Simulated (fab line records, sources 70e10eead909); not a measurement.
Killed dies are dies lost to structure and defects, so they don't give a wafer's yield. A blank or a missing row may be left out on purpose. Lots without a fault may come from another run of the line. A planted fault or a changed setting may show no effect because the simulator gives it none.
Chamber matching | flow nand_harc | NHARC_A_ZERO_WELL_DESCUM_12 on rie_diel-01: 4 sister chambers
The step chemistry O2, time 3 s. 8 wafers are shown with their chamber, then 7 later ones without.

WAFERS WITH THEIR CHAMBER
wafer  | chamber | drypump_motor_current_A (A) | oes_product_au (a.u.)
L567.6 | 1       | 5.6                         | 1.014
L571.5 | 1       | 5.6                         | 1.007
L576.2 | 3       | 6.8                         | 0.986
L580.1 | 3       | 6.8                         | 0.980
L580.4 | 2       | 4.9                         | 1.011
L580.6 | 0       | 5.1                         | 1.026
L583.1 | 2       | 5.0                         | 1.022
L583.3 | 0       | 5.1                         | 1.033

WAFERS WITHOUT THEIR CHAMBER
wafer  | drypump_motor_current_A (A) | oes_product_au (a.u.)
L583.6 | 6.7                         | 0.988
L588.1 | 5.1                         | 1.032
L588.3 | 6.8                         | 0.976
L588.6 | 4.9                         | 1.023
L587.1 | 4.9                         | 1.019
L587.2 | 5.5                         | 1.003
L587.5 | 6.8                         | 0.971

WHICH CHAMBER EACH WENT THROUGH
wafer  | from the rows above | in truth
L583.6 | 3                   | 3
L588.1 | 0                   | 0
L588.3 | 3                   | 3
L588.6 | 2                   | 2
L587.1 | 2                   | 2
L587.2 | 1                   | 1
L587.5 | 3                   | 3
Placed correctly: 7 of 7. Can't be placed from these rows: 0. Placed wrongly: 0.
How it was worked out, from the rows above alone: a wafer's distance from a chamber is the root of the sum, over the readings, of the square of ((its reading less the chamber's mean) divided by the reading's scatter). The wafer belongs to the nearest chamber; if the next one is less than 2 further off, it can't be placed. A chamber's mean is the mean of its shown wafers. The scatter: the root of (the sum of the squares of (reading less its chamber's mean) over the shown wafers, divided by (wafers less chambers)).
